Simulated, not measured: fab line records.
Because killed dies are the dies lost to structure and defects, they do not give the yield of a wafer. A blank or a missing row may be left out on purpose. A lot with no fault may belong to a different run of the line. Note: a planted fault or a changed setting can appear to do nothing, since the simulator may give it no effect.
fab line records	flow n5Finfet
[record] lots = 24	wafers = 72	lastDay = 19
route steps=1938 shown BEOL_M1@818 BEOL_M2@858
lots untouched by any fault: they come from a run of this same line in which no faults occurred
startH: hours from the record's first day to the start of the lot's first wafer shown	waitH: hours since the lot's step before	" identical to the entry in the row above	L1.1+2: a single row standing in for several wafers	- value missing, or start not given	* or withheld: withheld	< > ~ a bound
route shown NAME@n: NAME is a module with steps in the file, n the number in the route of the first one	usual: average and standard deviation across the fault-free wafers	same: alike in all rows	chamber/n: place in a boat	sites: per-site readings	_std_site: their standard deviation	_edge_site: outer sites' mean less inner sites'	radiusMm: for every site, how far away it sits from the centre of the wafer	mask NAME#n: copy n	behind: the most recent tool/chamber to have shaped the wafer	hold: what put the lot on hold/how long, in hours/how the hold closed	device: the n, p or np transistor that did not switch	end of line: the route-end tests of the same wafers	for a step that has no rows: nothing shown but its recipe	killed: count of dies lost to structure and defects at first sort (not the wafer's yield)	map: the dies of a wafer, with x for killed, . for not killed, _ for no die there
set.NAME: the run value of the setting; set.NAME@STEP: its run value at that earlier step	model.NAME: the simulator's own value behind a step, which no gauge read
the route's steps for a sample of lots (tables are steps, rows are wafers)
services: a tool's chamber out of use, with start hour (startH, from the record's first day; less than 0 if before it), hours out, and reason
[[steps]]
[step N5_BEOL_M1_SPUTTER_81]
[recipe] material = Cu	targetThkA = 45	tempC = -20	chamberPressurePa = 0.07	powerW = withheld	timeS = 8.29
[usual] substrateTempC = -19.99/0.099	throttleValvePct = 30.5/1.1
lot.wafer	tool	chamber	startH	waitH	substrateTempC	throttleValvePct
L074.2	pvdSputter-01	-	130.61	0.1	-20.14	30.0
L074.3	"	-	"	"	-20.09	31.1
L074.6	"	-	"	"	-20.14	29.9
L076.2	pvdSputter-01	-	133.60	0.1	-19.96	31.1
L076.5	"	-	"	"	-19.91	29.9
L076.6	"	-	"	"	-19.97	31.1
L075.1	pvdSputter-02	-	138.68	0.1	-20.05	29.1
L075.2	"	-	"	"	-19.86	28.9
L075.5	"	-	"	"	-19.91	29.1
L077.1	pvdSputter-03	-	145.86	0.1	-19.87	30.4
L077.5	"	-	"	"	-19.91	30.5
L077.6	"	-	"	"	-20.01	29.6
L078.1	pvdSputter-02	-	148.89	0.1	-19.89	29.1
L078.3	"	-	"	"	-19.91	28.6
L078.6	"	-	"	"	-20.03	28.8
L079.3	pvdSputter-01	-	163.45	0.1	-19.98	31.3
L079.4	"	-	"	"	-20.15	31.4
L079.6	"	-	"	"	-19.85	30.2
L080.3	pvdSputter-02	-	173.11	0.1	-20.07	29.6
L080.4	"	-	"	"	-19.97	29.6
L080.5	"	-	"	"	-20.03	29.0
L081.2	pvdSputter-03	-	174.98	0.1	-20.08	30.4
L081.4	"	-	"	"	-19.97	29.3
L081.5	"	-	"	"	-20.06	30.4
L082.1	pvdSputter-02	-	176.55	0.1	-19.80	29.4
L082.2	"	-	"	"	-19.96	29.1
L082.5	"	-	"	"	-19.92	29.4
L083.3	pvdSputter-02	-	181.37	0.1	-20.00	29.0
L083.5	"	-	"	"	-20.00	29.0
L083.6	"	-	"	"	-20.00	29.5
L085.3	pvdSputter-03	-	194.47	0.1	-19.93	31.1
L085.4	"	-	"	"	-20.11	30.7
L085.5	"	-	"	"	-20.02	30.9
L084.2	pvdSputter-03	-	196.85	0.1	-20.05	30.4
L084.4	"	-	"	"	-19.97	32.9
L084.6	"	-	"	"	-20.00	31.0
L087.1	pvdSputter-01	-	226.22	0.1	-20.16	30.0
L087.2	"	-	"	"	-19.97	31.1
L087.3	"	-	"	"	-20.04	30.9
L086.3	pvdSputter-01	-	231.48	0.1	-20.01	31.3
L086.4	"	-	"	"	-20.03	29.9
L086.6	"	-	"	"	-20.16	29.8
L089.1	pvdSputter-01	-	233.96	0.1	-20.18	31.0
L089.2	"	-	"	"	-20.09	31.6
L089.3	"	-	"	"	-19.90	31.1
L088.1	pvdSputter-02	-	236.35	0.1	-20.13	29.1
L088.4	"	-	"	"	-19.91	29.5
L088.6	"	-	"	"	-20.22	29.7
L090.3	pvdSputter-01	-	237.31	0.1	-20.14	30.0
L090.4	"	-	"	"	-19.88	31.4
L090.6	"	-	"	"	-19.90	31.3
L093.1	pvdSputter-03	-	257.25	0.1	-20.20	32.7
L093.5	"	-	"	"	-19.94	31.3
L093.6	"	-	"	"	-20.09	32.7
L091.2	pvdSputter-01	-	262.05	0.1	-20.19	31.1
L091.4	"	-	"	"	-20.21	31.2
L091.6	"	-	"	"	-20.20	30.8
L094.2	pvdSputter-03	-	262.89	0.1	-19.89	31.0
L094.3	"	-	"	"	-20.05	30.1
L094.6	"	-	"	"	-19.88	29.3
L095.2	pvdSputter-01	-	264.27	0.1	-19.85	31.7
L095.3	"	-	"	"	-20.04	30.9
L095.4	"	-	"	"	-20.03	31.1
L092.4	pvdSputter-03	-	266.31	0.1	-19.85	30.3
L092.5	"	-	"	"	-20.08	29.6
L092.6	"	-	"	"	-20.00	30.6
L096.1	pvdSputter-01	-	266.65	0.1	-20.05	31.0
L096.3	"	-	"	"	-19.99	31.3
L096.5	"	-	"	"	-19.90	31.4
L097.1	pvdSputter-03	-	286.97	0.1	-19.89	32.6
L097.2	"	-	"	"	-19.92	30.7
L097.3	"	-	"	"	-19.82	29.7
[step N5_BEOL_M1_ANNEAL_89]
[recipe] tempC = 400	timeS = 240	ambient = vacuum
[usual] heaterPowerW = 838/82
lot.wafer	tool	chamber	startH	waitH	heaterPowerW
L074.2	pvdSputter-01	-	131.13	0.0	856
L074.3	"	-	"	"	933
L074.6	"	-	"	"	852
L076.2	pvdSputter-01	-	134.12	0.0	874
L076.5	"	-	"	"	867
L076.6	"	-	"	"	955
L075.1	pvdSputter-02	-	139.20	0.0	830
L075.2	"	-	"	"	806
L075.5	"	-	"	"	813
L077.1	pvdSputter-03	-	146.38	0.0	850
L077.5	"	-	"	"	835
L077.6	"	-	"	"	735
L078.1	pvdSputter-02	-	149.41	0.0	915
L078.3	"	-	"	"	823
L078.6	"	-	"	"	823
L079.3	pvdSputter-01	-	163.97	0.0	942
L079.4	"	-	"	"	889
L079.6	"	-	"	"	847
L080.3	pvdSputter-02	-	173.63	0.0	891
L080.4	"	-	"	"	794
L080.5	"	-	"	"	805
L081.2	pvdSputter-03	-	175.50	0.0	813
L081.4	"	-	"	"	727
L081.5	"	-	"	"	839
L082.1	pvdSputter-02	-	177.07	0.0	793
L082.2	"	-	"	"	806
L082.5	"	-	"	"	942
L083.3	pvdSputter-02	-	181.89	0.0	788
L083.5	"	-	"	"	826
L083.6	"	-	"	"	903
L085.3	pvdSputter-03	-	194.99	0.0	753
L085.4	"	-	"	"	854
L085.5	"	-	"	"	734
L084.2	pvdSputter-03	-	197.37	0.0	839
L084.4	"	-	"	"	972
L084.6	"	-	"	"	751
L087.1	pvdSputter-01	-	226.74	0.0	860
L087.2	"	-	"	"	872
L087.3	"	-	"	"	936
L086.3	pvdSputter-01	-	232.00	0.0	942
L086.4	"	-	"	"	868
L086.6	"	-	"	"	849
L089.1	pvdSputter-01	-	234.48	0.0	951
L089.2	"	-	"	"	698
L089.3	"	-	"	"	880
L088.1	pvdSputter-02	-	236.87	0.0	823
L088.4	"	-	"	"	794
L088.6	"	-	"	"	936
L090.3	pvdSputter-01	-	237.83	0.0	873
L090.4	"	-	"	"	681
L090.6	"	-	"	"	888
L093.1	pvdSputter-03	-	257.77	0.0	972
L093.5	"	-	"	"	754
L093.6	"	-	"	"	968
L091.2	pvdSputter-01	-	262.57	0.0	890
L091.4	"	-	"	"	932
L091.6	"	-	"	"	922
L094.2	pvdSputter-03	-	263.41	0.0	763
L094.3	"	-	"	"	833
L094.6	"	-	"	"	734
L095.2	pvdSputter-01	-	264.79	0.0	693
L095.3	"	-	"	"	918
L095.4	"	-	"	"	874
L092.4	pvdSputter-03	-	266.83	0.0	835
L092.5	"	-	"	"	752
L092.6	"	-	"	"	856
L096.1	pvdSputter-01	-	267.17	0.0	930
L096.3	"	-	"	"	695
L096.5	"	-	"	"	700
L097.1	pvdSputter-03	-	287.49	0.0	970
L097.2	"	-	"	"	816
L097.3	"	-	"	"	734
[step N5_BEOL_M1_SPUTTER_90]
[recipe] material = Cu	targetThkA = 45	tempC = -20	chamberPressurePa = 0.07	powerW = withheld	timeS = 8.29
[usual] substrateTempC = -19.99/0.11	throttleValvePct = 30.5/1.1
lot.wafer	tool	chamber	startH	waitH	substrateTempC	throttleValvePct
L074.2	pvdSputter-01	-	131.27	0.1	-20.11	30.1
L074.3	"	-	"	"	-19.91	31.3
L074.6	"	-	"	"	-20.05	29.5
L076.2	pvdSputter-01	-	134.26	0.1	-20.00	31.1
L076.5	"	-	"	"	-19.95	30.2
L076.6	"	-	"	"	-20.02	31.2
L075.1	pvdSputter-02	-	139.34	0.1	-20.09	29.1
L075.2	"	-	"	"	-19.92	29.3
L075.5	"	-	"	"	-19.95	29.1
L077.1	pvdSputter-03	-	146.52	0.1	-19.98	30.1
L077.5	"	-	"	"	-19.98	30.5
L077.6	"	-	"	"	-19.80	29.4
L078.1	pvdSputter-02	-	149.55	0.1	-19.87	29.4
L078.3	"	-	"	"	-19.96	28.8
L078.6	"	-	"	"	-20.14	29.2
L079.3	pvdSputter-01	-	164.11	0.1	-19.76	30.9
L079.4	"	-	"	"	-19.93	31.1
L079.6	"	-	"	"	-20.09	30.0
L080.3	pvdSputter-02	-	173.77	0.1	-19.92	29.7
L080.4	"	-	"	"	-20.05	29.1
L080.5	"	-	"	"	-20.09	29.1
L081.2	pvdSputter-03	-	175.64	0.1	-20.01	30.4
L081.4	"	-	"	"	-20.00	29.4
L081.5	"	-	"	"	-20.13	30.4
L082.1	pvdSputter-02	-	177.21	0.1	-19.82	29.6
L082.2	"	-	"	"	-20.04	29.0
L082.5	"	-	"	"	-20.00	29.4
L083.3	pvdSputter-02	-	182.03	0.1	-20.15	29.1
L083.5	"	-	"	"	-19.84	29.1
L083.6	"	-	"	"	-19.81	29.1
L085.3	pvdSputter-03	-	195.13	0.1	-19.87	30.9
L085.4	"	-	"	"	-19.97	30.1
L085.5	"	-	"	"	-19.99	31.0
L084.2	pvdSputter-03	-	197.51	0.1	-20.14	30.6
L084.4	"	-	"	"	-20.01	32.5
L084.6	"	-	"	"	-19.86	30.9
L087.1	pvdSputter-01	-	226.88	0.1	-20.18	30.2
L087.2	"	-	"	"	-19.80	31.1
L087.3	"	-	"	"	-19.97	31.1
L086.3	pvdSputter-01	-	232.14	0.1	-20.21	31.1
L086.4	"	-	"	"	-20.00	30.0
L086.6	"	-	"	"	-20.03	30.0
L089.1	pvdSputter-01	-	234.62	0.1	-19.86	31.0
L089.2	"	-	"	"	-19.87	31.4
L089.3	"	-	"	"	-20.10	31.1
L088.1	pvdSputter-02	-	237.01	0.1	-19.96	29.2
L088.4	"	-	"	"	-19.88	29.0
L088.6	"	-	"	"	-19.86	29.7
L090.3	pvdSputter-01	-	237.97	0.1	-19.88	30.0
L090.4	"	-	"	"	-19.98	31.3
L090.6	"	-	"	"	-19.99	31.1
L093.1	pvdSputter-03	-	257.91	0.1	-19.96	32.9
L093.5	"	-	"	"	-20.04	31.1
L093.6	"	-	"	"	-19.87	32.9
L091.2	pvdSputter-01	-	262.71	0.1	-19.93	31.1
L091.4	"	-	"	"	-20.08	31.1
L091.6	"	-	"	"	-19.93	31.1
L094.2	pvdSputter-03	-	263.55	0.1	-20.05	31.1
L094.3	"	-	"	"	-20.18	30.4
L094.6	"	-	"	"	-19.93	29.6
L095.2	pvdSputter-01	-	264.93	0.1	-20.09	31.4
L095.3	"	-	"	"	-19.89	31.2
L095.4	"	-	"	"	-19.92	31.1
L092.4	pvdSputter-03	-	266.97	0.1	-19.86	30.5
L092.5	"	-	"	"	-19.95	29.5
L092.6	"	-	"	"	-20.09	30.3
L096.1	pvdSputter-01	-	267.31	0.1	-19.96	31.1
L096.3	"	-	"	"	-20.05	31.2
L096.5	"	-	"	"	-20.08	31.4
L097.1	pvdSputter-03	-	287.63	0.1	-19.97	32.6
L097.2	"	-	"	"	-20.04	30.5
L097.3	"	-	"	"	-19.86	29.6
[step N5_BEOL_M1_SPUTTER_94]
[recipe] material = Cu	targetThkA = 45	tempC = -20	chamberPressurePa = 0.07	powerW = withheld	timeS = 8.29
[usual] substrateTempC = -20.00/0.096	throttleValvePct = 30.5/1.1
lot.wafer	tool	chamber	startH	waitH	substrateTempC	throttleValvePct
L074.2	pvdSputter-01	-	131.71	0.1	-19.89	30.0
L074.3	"	-	"	"	-20.11	31.1
L074.6	"	-	"	"	-19.94	30.1
L076.2	pvdSputter-01	-	134.70	0.1	-20.13	31.0
L076.5	"	-	"	"	-20.15	29.8
L076.6	"	-	"	"	-19.96	31.5
L075.1	pvdSputter-02	-	139.78	0.1	-20.02	29.0
L075.2	"	-	"	"	-19.93	29.1
L075.5	"	-	"	"	-19.86	29.1
L077.1	pvdSputter-03	-	146.96	0.1	-19.94	30.6
L077.5	"	-	"	"	-19.96	30.3
L077.6	"	-	"	"	-19.93	29.5
L078.1	pvdSputter-02	-	149.99	0.1	-20.02	29.6
L078.3	"	-	"	"	-19.99	28.5
L078.6	"	-	"	"	-20.02	29.4
L079.3	pvdSputter-01	-	164.55	0.1	-19.98	31.0
L079.4	"	-	"	"	-20.03	31.1
L079.6	"	-	"	"	-20.05	29.9
L080.3	pvdSputter-02	-	174.21	0.1	-20.00	29.4
L080.4	"	-	"	"	-19.93	29.3
L080.5	"	-	"	"	-20.02	28.8
L081.2	pvdSputter-03	-	176.08	0.1	-20.04	30.4
L081.4	"	-	"	"	-20.11	29.7
L081.5	"	-	"	"	-20.10	30.6
L082.1	pvdSputter-02	-	177.65	0.1	-20.02	29.3
L082.2	"	-	"	"	-19.94	29.1
L082.5	"	-	"	"	-19.98	29.2
L083.3	pvdSputter-02	-	182.47	0.1	-20.08	28.9
L083.5	"	-	"	"	-19.92	29.0
L083.6	"	-	"	"	-19.93	29.6
L085.3	pvdSputter-03	-	195.57	0.1	-20.05	31.2
L085.4	"	-	"	"	-19.92	30.5
L085.5	"	-	"	"	-19.98	31.2
L084.2	pvdSputter-03	-	197.95	0.1	-20.10	30.6
L084.4	"	-	"	"	-19.92	32.7
L084.6	"	-	"	"	-20.07	31.5
L087.1	pvdSputter-01	-	227.32	0.1	-19.83	30.0
L087.2	"	-	"	"	-20.02	31.5
L087.3	"	-	"	"	-19.86	31.0
L086.3	pvdSputter-01	-	232.58	0.1	-19.87	31.1
L086.4	"	-	"	"	-20.19	29.9
L086.6	"	-	"	"	-20.02	30.2
L089.1	pvdSputter-01	-	235.06	0.1	-20.08	31.0
L089.2	"	-	"	"	-19.95	31.5
L089.3	"	-	"	"	-19.81	31.2
L088.1	pvdSputter-02	-	237.45	0.1	-20.14	28.9
L088.4	"	-	"	"	-20.05	29.4
L088.6	"	-	"	"	-19.90	29.5
L090.3	pvdSputter-01	-	238.41	0.1	-20.03	30.1
L090.4	"	-	"	"	-20.03	31.4
L090.6	"	-	"	"	-19.95	31.3
L093.1	pvdSputter-03	-	258.35	0.1	-19.96	32.8
L093.5	"	-	"	"	-19.87	31.1
L093.6	"	-	"	"	-20.12	32.7
L091.2	pvdSputter-01	-	263.15	0.1	-20.03	31.2
L091.4	"	-	"	"	-19.96	31.1
L091.6	"	-	"	"	-20.03	31.3
L094.2	pvdSputter-03	-	263.99	0.1	-20.11	31.1
L094.3	"	-	"	"	-19.85	30.4
L094.6	"	-	"	"	-20.05	29.3
L095.2	pvdSputter-01	-	265.37	0.1	-19.93	31.2
L095.3	"	-	"	"	-20.10	31.2
L095.4	"	-	"	"	-20.00	31.2
L092.4	pvdSputter-03	-	267.41	0.1	-20.19	30.2
L092.5	"	-	"	"	-19.96	29.6
L092.6	"	-	"	"	-20.29	30.5
L096.1	pvdSputter-01	-	267.75	0.1	-20.16	31.3
L096.3	"	-	"	"	-20.09	31.3
L096.5	"	-	"	"	-20.00	31.3
L097.1	pvdSputter-03	-	288.07	0.1	-20.08	32.7
L097.2	"	-	"	"	-20.14	30.6
L097.3	"	-	"	"	-20.09	29.5
[step N5_BEOL_M2_ETCH_74]
[recipe] chemistry = N2/H2	target = underlayer	targetDepthA = 65	maskMaterial = CAR-EUV	timeS = 5.2	ionEnergyEv = 200	pressureMtorr = 30	sourceW = 840	biasW = 150	n2FlowSccm = 200	h2FlowSccm = 200	ends = cleared
[usual] biasW = 149.9/0.44	drypumpMotorCurrentA = 5.6/0.49	etchRfOnTimeS = 5.14/0.11	oesProductAu = 0.68/0.077	rfVppV = 524.7/2.8	showerheadPlenumPTorr = 2.57/0.094	throttleValvePct = 17.78/0.24
lot.wafer	tool	chamber	startH	waitH	biasW	drypumpMotorCurrentA	etchRfOnTimeS	oesProductAu	rfHoursCounterH	rfVppV	showerheadPlenumPTorr	throttleValvePct
L074.2	rieDiel-04	3	136.10	0.0	150.8	5.8	4.95	0.69	138	521.8	2.43	17.87
L074.3	"	2	"	"	150.0	5.8	5.00	0.72	75	524.7	2.59	18.04
L074.6	"	0	"	"	149.6	4.7	5.07	0.72	-	523.0	2.57	17.63
L076.2	rieDiel-05	2	137.43	0.0	150.4	5.2	5.01	0.85	4	529.0	2.69	17.22
L076.5	"	1	"	"	149.7	5.2	5.12	0.59	-	525.2	2.60	18.06
L076.6	"	2	"	"	149.9	5.2	5.07	0.84	-	527.5	2.69	17.21
L075.1	rieDiel-04	0	144.57	0.0	149.8	4.7	5.17	0.72	64	524.0	2.57	17.63
L075.2	"	3	"	"	150.8	5.7	4.99	0.69	142	522.1	2.43	17.85
L075.5	"	2	"	"	150.1	5.8	5.01	0.71	-	523.2	2.59	18.05
L077.1	rieDiel-04	2	152.47	0.0	149.9	5.8	5.08	0.70	81	524.4	2.59	18.05
L077.5	"	0	"	"	150.7	4.7	5.19	0.71	-	524.5	2.56	17.61
L077.6	"	1	"	"	149.7	5.9	5.11	0.63	-	525.4	2.63	17.62
L078.1	rieDiel-06	0	152.71	0.0	149.7	5.8	5.10	0.79	20	527.0	2.72	17.95
L078.3	"	3	"	"	149.3	6.0	5.17	0.68	113	527.4	2.68	17.89
L078.6	"	2	"	"	150.0	5.0	5.25	0.58	-	522.8	2.51	17.62
L079.3	rieDiel-05	1	167.37	0.0	150.9	5.1	5.16	0.59	244	524.5	2.60	18.05
L079.4	"	2	"	"	150.0	5.2	5.08	0.81	12	528.4	2.69	17.22
L079.6	"	0	"	"	149.7	6.4	5.30	0.64	-	521.5	2.44	17.77
L080.3	rieDiel-06	0	176.81	0.0	149.4	5.8	5.02	0.79	25	527.1	2.71	17.96
L080.4	"	3	"	"	149.8	6.0	5.16	0.67	118	529.1	2.67	17.91
L080.5	"	3	"	"	149.2	6.0	5.18	0.67	-	525.2	2.67	17.89
L081.2	rieDiel-05	3	179.64	0.0	150.6	5.5	5.13	0.60	223	524.6	2.60	18.03
L081.4	"	1	"	"	149.7	5.1	5.10	0.60	249	524.4	2.60	18.09
L081.5	"	0	"	"	149.8	6.5	5.29	0.63	-	520.7	2.44	17.79
L082.1	rieDiel-06	3	180.31	0.0	149.4	6.0	5.13	0.67	121	527.1	2.67	17.92
L082.2	"	2	"	"	150.5	5.0	5.21	0.59	239	522.5	2.50	17.62
L082.5	"	3	"	"	149.7	6.0	5.13	0.67	-	526.2	2.67	17.88
L083.3	rieDiel-04	3	184.95	0.0	149.6	5.8	5.04	0.67	156	521.3	2.42	17.89
L083.5	"	3	"	"	149.5	5.8	5.04	0.66	-	520.5	2.42	17.90
L083.6	"	2	"	"	149.4	5.8	5.07	0.70	-	523.9	2.59	18.08
L085.3	rieDiel-05	3	198.34	0.0	150.6	5.5	5.16	0.59	230	527.2	2.60	18.04
L085.4	"	1	"	"	149.9	5.1	4.99	0.86	-	524.1	2.60	17.71
L085.5	"	3	"	"	150.4	5.6	5.18	0.59	-	528.0	2.59	18.07
L084.2	rieDiel-06	0	201.15	0.0	150.2	5.8	5.03	0.79	34	527.5	2.71	17.96
L084.4	"	2	"	"	149.8	4.9	5.20	0.58	-	523.2	2.50	17.60
L084.6	"	3	"	"	149.9	6.0	5.11	0.67	-	524.8	2.67	17.93
L087.1	rieDiel-04	1	230.00	0.0	150.1	5.9	5.06	0.62	194	524.7	2.62	17.72
L087.2	"	0	"	"	149.6	4.8	5.18	0.69	96	526.4	2.55	17.68
L087.3	"	3	"	"	149.7	5.8	5.06	0.65	174	519.6	2.41	17.94
L086.3	rieDiel-05	0	234.64	0.0	150.9	6.5	5.41	0.62	186	521.5	2.43	17.83
L086.4	"	3	"	"	150.2	5.5	5.24	0.59	247	526.0	2.59	18.08
L086.6	"	0	"	"	149.8	6.4	5.36	0.61	-	520.0	2.43	17.85
L089.1	rieDiel-04	0	237.44	0.0	149.4	4.8	5.14	0.70	99	524.4	2.55	17.68
L089.2	"	1	"	"	149.9	5.9	5.03	0.63	197	525.4	2.62	17.71
L089.3	"	3	"	"	149.8	5.8	4.97	0.66	177	518.8	2.41	17.93
L088.1	rieDiel-05	0	240.00	0.0	149.2	6.4	5.32	0.62	189	518.2	2.43	17.82
L088.4	"	2	"	"	149.8	5.2	5.00	0.80	29	528.1	2.68	17.24
L088.6	"	0	"	"	149.7	6.4	5.28	0.62	-	522.4	2.43	17.84
L090.3	rieDiel-05	0	240.58	0.0	150.0	6.4	5.37	0.60	190	520.9	2.43	17.85
L090.4	"	0	"	"	150.6	6.4	5.34	0.61	-	521.2	2.43	17.84
L090.6	"	2	"	"	149.7	5.2	5.04	0.77	-	528.2	2.68	17.23
L093.1	rieDiel-06	0	260.74	0.0	149.7	5.8	5.11	0.74	60	527.3	2.70	17.99
L093.5	"	3	"	"	150.2	6.0	5.16	0.65	-	529.0	2.66	17.96
L093.6	"	0	"	"	150.3	5.8	5.11	0.74	-	529.5	2.70	18.00
L091.2	rieDiel-04	0	265.92	0.0	149.8	4.8	5.21	0.67	110	525.2	2.55	17.69
L091.4	"	3	"	"	149.8	5.8	5.05	0.64	188	522.5	2.41	17.93
L091.6	"	1	"	"	150.0	5.9	5.09	0.61	-	526.2	2.62	17.71
L094.2	rieDiel-06	2	266.36	0.0	150.4	5.0	5.10	0.82	14	522.6	2.49	17.27
L094.3	"	1	"	"	150.1	5.8	5.39	0.62	172	519.1	2.44	17.94
L094.6	"	3	"	"	150.1	6.0	5.19	0.64	-	526.1	2.66	17.97
L095.2	rieDiel-05	3	268.77	0.0	150.2	5.6	5.08	0.81	3	524.9	2.59	17.62
L095.3	"	2	"	"	150.1	5.2	5.12	0.75	43	528.4	2.68	17.29
L095.4	"	1	"	"	149.8	5.2	5.15	0.76	33	524.5	2.58	17.78
L092.4	rieDiel-05	1	269.47	0.0	150.5	5.1	5.13	0.77	33	526.6	2.58	17.77
L092.5	"	3	"	"	150.2	5.6	5.04	0.81	-	526.6	2.58	17.60
L092.6	"	0	"	"	149.8	6.4	5.37	0.61	-	520.3	2.42	17.84
L096.1	rieDiel-06	1	271.23	0.0	148.8	5.8	5.31	0.62	174	522.2	2.43	17.94
L096.3	"	2	"	"	149.9	5.0	5.00	0.82	16	524.2	2.49	17.26
L096.5	"	0	"	"	149.5	5.8	5.05	0.74	-	529.9	2.70	18.01
L097.1	rieDiel-05	0	290.45	0.0	149.8	6.4	5.30	0.60	209	520.3	2.42	17.86
L097.2	"	2	"	"	149.6	5.2	5.03	0.75	48	530.9	2.67	17.27
L097.3	"	3	"	"	149.9	5.5	5.01	0.80	9	525.2	2.58	17.61
[step N5_BEOL_M2_OVL_MEAS_29]
[recipe] pointsPerWafer = 522
[usual] V1_OVL = 0.1/0.68
lot.wafer	tool	chamber	startH	waitH	V1_OVL[nm]
L074.2	overlay-01	0	137.10	0.0	0.2
L074.3	"	0	"	"	0.5
L074.6	"	0	"	"	-1.2
L076.2	overlay-01	0	138.19	0.0	1.1
L076.5	"	0	"	"	0.9
L076.6	"	0	"	"	1.1
L075.1	overlay-02	0	145.33	0.0	0.2
L075.2	"	0	"	"	0.8
L075.5	"	0	"	"	0.1
L077.1	overlay-01	0	153.40	0.0	0.7
L077.5	"	0	"	"	-0.3
L077.6	"	0	"	"	0.9
L078.1	overlay-01	0	153.59	0.0	0.8
L078.3	"	0	"	"	0.2
L078.6	"	0	"	"	0.7
L079.3	overlay-01	0	168.26	0.0	0.5
L079.4	"	0	"	"	0.4
L079.6	"	0	"	"	0.8
L080.3	overlay-01	0	177.61	0.0	1.1
L080.4	"	0	"	"	1.3
L080.5	"	0	"	"	1.4
L081.2	overlay-01	0	180.41	0.0	0.7
L081.4	"	0	"	"	0.2
L081.5	"	0	"	"	0.9
L082.1	overlay-02	0	181.10	0.0	0.2
L082.2	"	0	"	"	0.9
L082.5	"	0	"	"	0.7
L083.3	overlay-01	0	185.73	0.0	-0.2
L083.5	"	0	"	"	-1.0
L083.6	"	0	"	"	-0.2
L085.3	overlay-01	0	199.10	0.0	-0.8
L085.4	"	0	"	"	-1.4
L085.5	"	0	"	"	-0.1
L084.2	overlay-02	0	201.94	0.0	-0.5
L084.4	"	0	"	"	-1.7
L084.6	"	0	"	"	-0.2
L087.1	overlay-01	0	230.75	0.0	0.3
L087.2	"	0	"	"	0.3
L087.3	"	0	"	"	0.0
L086.3	overlay-01	0	235.53	0.0	-0.4
L086.4	"	0	"	"	-0.5
L086.6	"	0	"	"	0.5
L089.1	overlay-02	0	238.22	0.0	-0.2
L089.2	"	0	"	"	-0.2
L089.3	"	0	"	"	-0.5
L088.1	overlay-01	0	240.90	0.0	0.9
L088.4	"	0	"	"	0.2
L088.6	"	0	"	"	0.9
L090.3	overlay-02	0	241.47	0.0	0.5
L090.4	"	0	"	"	0.3
L090.6	"	0	"	"	-0.7
L093.1	overlay-01	0	261.68	0.0	0.1
L093.5	"	0	"	"	1.1
L093.6	"	0	"	"	0.9
L091.2	overlay-01	0	266.68	0.0	-0.4
L091.4	"	0	"	"	0.6
L091.6	"	0	"	"	-0.5
L094.2	overlay-01	0	267.40	0.0	0.3
L094.3	"	0	"	"	-0.1
L094.6	"	0	"	"	0.5
L095.2	overlay-01	0	269.74	0.0	-0.2
L095.3	"	0	"	"	0.2
L095.4	"	0	"	"	0.0
L092.4	overlay-01	0	270.45	0.0	-0.5
L092.5	"	0	"	"	-0.3
L092.6	"	0	"	"	0.2
L096.1	overlay-02	0	272.07	0.0	-0.6
L096.3	"	0	"	"	-1.3
L096.5	"	0	"	"	-0.9
L097.1	overlay-01	0	291.19	0.0	-1.0
L097.2	"	0	"	"	-1.1
L097.3	"	0	"	"	-0.8
[[services]]
tool	chamber	startH	hours	kind
rieDiel-04	1	106.99	5.1	repair
rieDiel-05	0	147.50	7.9	repair
rieDiel-04	2	158.73	9.8	repair
rieDiel-05	1	182.10	-	clean
rieDiel-05	1	182.10	-	consumableReplace:focusRing
rieDiel-05	1	182.10	14.4	scheduledDown
rieDiel-05	1	182.10	14.4	ventCycle
rieDiel-05	2	186.93	18.4	repair
pvdSputter-02	-	189.66	6.6	repair
rieDiel-06	1	194.90	14.0	repair
rieDiel-06	2	211.29	-	clean
rieDiel-06	2	211.29	-	consumableReplace:focusRing
rieDiel-06	2	211.29	18.5	scheduledDown
rieDiel-06	2	211.29	18.5	ventCycle
rieDiel-04	2	221.50	5.6	repair
rieDiel-04	2	227.60	7.5	repair
rieDiel-05	3	240.19	-	clean
rieDiel-05	3	240.19	-	consumableReplace:focusRing
rieDiel-05	3	240.19	20.8	scheduledDown
rieDiel-05	3	240.19	20.8	ventCycle
rieDiel-04	-	246.59	4.3	pm
rieDiel-04	3	270.27	1.4	repair
rieDiel-05	1	276.52	6.8	repair
[[key]]
fault none
